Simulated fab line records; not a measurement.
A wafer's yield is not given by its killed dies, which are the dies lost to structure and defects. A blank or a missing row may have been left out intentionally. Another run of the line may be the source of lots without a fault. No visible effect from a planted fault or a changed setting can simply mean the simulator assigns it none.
Matching of chambers    flow nand_harc    4 sister chambers for NHARC_A_STAIRCASE_DESCUM_219 on rie_diel-13
The step chemistry O2, time 3 s. 4 wafers are shown with their chamber, then 7 later ones without.

== WAFERS, EACH WITH ITS CHAMBER ==
wafer   chamber  showerhead_plenum_p_Torr (Torr)
L785.2  3        1.79
L784.3  2        2.05
L789.2  1        2.03
L789.5  0        1.80

== WAFERS WITH NO CHAMBER GIVEN ==
wafer   showerhead_plenum_p_Torr (Torr)
L790.2  2.04
L790.3  1.79
L790.5  1.78
L795.3  2.04
L795.5  1.78
L796.3  1.77
L796.6  2.04

== THE CHAMBER EACH PASSED THROUGH ==
wafer   from the rows above      in truth
L790.2  can't be placed: 2 or 1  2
L790.3  can't be placed: 3 or 0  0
L790.5  can't be placed: 3 or 0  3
L795.3  can't be placed: 2 or 1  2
L795.5  can't be placed: 3 or 0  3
L796.3  can't be placed: 3 or 0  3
L796.6  can't be placed: 2 or 1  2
Correct placement for 0 of the 7. Cannot be placed on the basis of these rows: 7; the candidates contain the true chamber in 7. Placed wrongly: 0.
How it was worked out, from the rows above alone: a wafer's distance from a chamber is the root of the sum, over the readings, of the square of ((its reading less the chamber's mean) divided by the reading's scatter). The wafer belongs to the nearest chamber; if the next one is less than 2 further off, it can't be placed. The mean given for a chamber averages the wafers shown for that chamber. The scatter: with one shown wafer a chamber, the root of the mean of the squares of how far each hidden wafer lies from its nearest shown one.
